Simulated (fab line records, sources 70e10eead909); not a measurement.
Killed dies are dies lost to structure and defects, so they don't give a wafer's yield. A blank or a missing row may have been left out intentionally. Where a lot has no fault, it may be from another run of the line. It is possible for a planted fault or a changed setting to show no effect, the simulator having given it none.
A lot that was struck, set against a sound lot + flow nand-harc + 14 out of 1159 route steps
Sound: the wafers L710.1, L710.5, L710.6. Struck: wafer L720.1. (L720.6 of the same lot was not struck and is left out.) The cause comes at the end.
At each step with rows: each side's tool, then ch and its chambers, then its first start. Under that, the readings that differ: sound wafers + struck wafers + difference of the means + sigmas: that difference in standard deviations of wafers without a fault.
alike: readings whose means differ by less than 2 such deviations, and words and numbers that are the same on both sides. not compared: withheld readings, readings that some wafer has no value for, bounds like >300 that may hide the same value, and numbers for which the record gives no deviation and whose values overlap.
A row with sigmas, a row that says differs or no value, or rows on one side alone: a step with any of these is where the two part. When numbers do not overlap yet have no deviation, they are printed without sigmas and do not part them. A reading missing from all wafers of one side parts the sides only when that side holds two or more wafers.

first, 6 steps without rows for these wafers: NHARC_A_STAIRCASE_EBR_213; NHARC_A_STAIRCASE_EXPOSE_214 (exposes mask STAIR 3); NHARC_A_STAIRCASE_PEB_215 (peb time 130 s); NHARC_A_STAIRCASE_DEVELOP_216 (time 140 s); NHARC_A_STAIRCASE_HARDBAKE_218 (time 140 s); NHARC_A_STAIRCASE_DESCUM_219 (chemistry O2, time 3 s).
NHARC_A_STAIRCASE_TRIM_220: chemistry O2, time 211.2 s.
  sound on rie-diel-11 ch 0,1,3, day 13 04:22; struck on rie-diel-11 ch 1, day 15 08:30
  alike: drypump-motor-current-A, oes-product-au, rf-vpp-V, showerhead-plenum-p-Torr, throttle-valve-pct
  not compared: rf-hours-counter-h
NHARC_A_STAIRCASE_ETCH_221: etches the open film in C4F8/O2, target depth 100 nm, time 40.5 s.
  sound: rie-diel-11 ch 0,1,3; struck: rie-diel-11 ch 1
  alike: oes-product-au, rf-vpp-V, run-length-s
  not compared: rf-hours-counter-h
NHARC_A_STAIRCASE_TRIM_222: chemistry O2, time 211.2 s.
  sound: rie-diel-11 ch 0,2,3; struck: rie-diel-11 ch 0
| reading                | sound                | struck | difference | sigmas |
|------------------------|----------------------|--------|------------|--------|
| throttle-valve-pct (%) | 17.026 17.034 17.027 | 17.057 | +0.028     | +3     |
  alike: drypump-motor-current-A, oes-product-au, rf-vpp-V, showerhead-plenum-p-Torr
  not compared: rf-hours-counter-h
NHARC_A_STAIRCASE_ETCH_223: etches the open film in C4F8/O2, target depth 100 nm, time 40.5 s.
  sound: rie-diel-11 ch 1,2; struck: rie-diel-11 ch 0
  alike: oes-product-au, rf-vpp-V, run-length-s
  not compared: rf-hours-counter-h
then, 1 step without rows for these wafers: NHARC_A_STAIRCASE_TRIM_224 (chemistry O2, time 211.2 s).
NHARC_A_STAIRCASE_ETCH_225: etches the open film in C4F8/O2, target depth 100 nm, time 40.5 s.
  sound on rie-diel-11 ch 0,1,3, day 13 05:21; struck on rie-diel-11 ch 0, day 15 09:43
| reading          | sound          | struck | difference | sigmas |
|------------------|----------------|--------|------------|--------|
| run-length-s (s) | 61.1 62.0 61.4 | 49.1   | -12.4      | -30    |
  alike: oes-product-au, rf-vpp-V
  not compared: rf-hours-counter-h
NHARC_A_STAIRCASE_TRIM_226: chemistry O2, time 211.2 s.
  sound: rie-diel-11 ch 1,2,3; struck: rie-diel-11 ch 0
  alike: drypump-motor-current-A, oes-product-au, rf-vpp-V, showerhead-plenum-p-Torr, throttle-valve-pct
  not compared: rf-hours-counter-h
-- record jumps: 9 days between struck wafers' starts before vs after; left off in module A_STAIRCASE, resumes in module END, first step shown is number 1159 of the route --
NHARC_END_SORT_01:
  sound on prober-02 ch 0, day 21 19:41; struck on prober-01 ch 0, day 24 02:26
| reading             | sound    | struck | difference | sigmas |
|---------------------|----------|--------|------------|--------|
| killed-at-array     | 27 28 24 | 676    | +650       | +59    |
| killed-at-periphery | 6 4 6    | 1      | -4         | -2     |
| killed-dies         | 33 32 30 | 677    | +645       | +59    |
  alike: killed-at-other, killed-open, killed-short

## WHERE THEY PART
First at NHARC_A_STAIRCASE_TRIM_222; last, within this record, at NHARC_END_SORT_01.

WHY: whatever the simulator had introduced
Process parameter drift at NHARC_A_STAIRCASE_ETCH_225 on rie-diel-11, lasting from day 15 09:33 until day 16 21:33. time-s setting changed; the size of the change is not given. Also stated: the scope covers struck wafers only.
